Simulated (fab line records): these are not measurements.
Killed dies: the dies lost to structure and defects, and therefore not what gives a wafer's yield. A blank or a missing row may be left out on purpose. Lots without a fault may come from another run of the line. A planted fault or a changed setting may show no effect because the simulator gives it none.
Chamber matching + flow nand harc + NHARC_P_CONTACT_ALD_22 on ald metal-02: 4 sister chambers
The step deposits TiN, target thk 3 nm, pulse time 1 s, ald cycles 150. 7 wafers are shown with their chamber, then 7 later ones without.

## EACH WAFER AND ITS CHAMBER
| wafer  | chamber | heater power w (W) | precursor pulse height rel |
|--------|---------|--------------------|----------------------------|
| L828.6 | 3       | 1036               | 1.016                      |
| L829.5 | 0       | 1142               | 0.991                      |
| L834.4 | 0       | 1113               | 1.004                      |
| L834.5 | 1       | 1156               | 1.018                      |
| L834.6 | 2       | 1156               | 0.979                      |
| L836.1 | 2       | 1189               | 1.008                      |
| L836.2 | 1       | 1153               | 0.993                      |

## WAFERS WITHOUT THEIR CHAMBER
| wafer  | heater power w (W) | precursor pulse height rel |
|--------|--------------------|----------------------------|
| L836.6 | 1196               | 0.994                      |
| L842.1 | 1116               | 1.019                      |
| L842.2 | 1114               | 1.016                      |
| L842.5 | 1141               | 1.022                      |
| L844.2 | 1066               | 1.016                      |
| L844.4 | 1194               | 0.995                      |
| L844.6 | 1098               | 0.987                      |

## EACH ONE'S CHAMBER
| wafer  | from the rows above          | in truth |
|--------|------------------------------|----------|
| L836.6 | can't be placed: 2 or 1      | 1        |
| L842.1 | can't be placed: 0 or 1      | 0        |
| L842.2 | can't be placed: 0 or 1      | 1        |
| L842.5 | can't be placed: 1 or 0 or 2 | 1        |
| L844.2 | can't be placed: 3 or 0      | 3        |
| L844.4 | can't be placed: 2 or 1      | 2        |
| L844.6 | can't be placed: 0 or 1      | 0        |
Placed correctly: 0 of 7. Unplaceable from these rows: 7, with the true chamber sitting among the candidates in 7. Number placed wrongly: 0.
How it was worked out, from the rows above alone: a wafer's distance from a chamber is the root of the sum, over the readings, of the square of ((its reading less the chamber's mean) divided by the reading's scatter). The wafer belongs to the nearest chamber; if the next one is less than 2 further off, it can't be placed. Each chamber's mean is taken over the wafers shown for it. The scatter: the root of (the sum of the squares of (reading less its chamber's mean) over the shown wafers, divided by (wafers less chambers)).
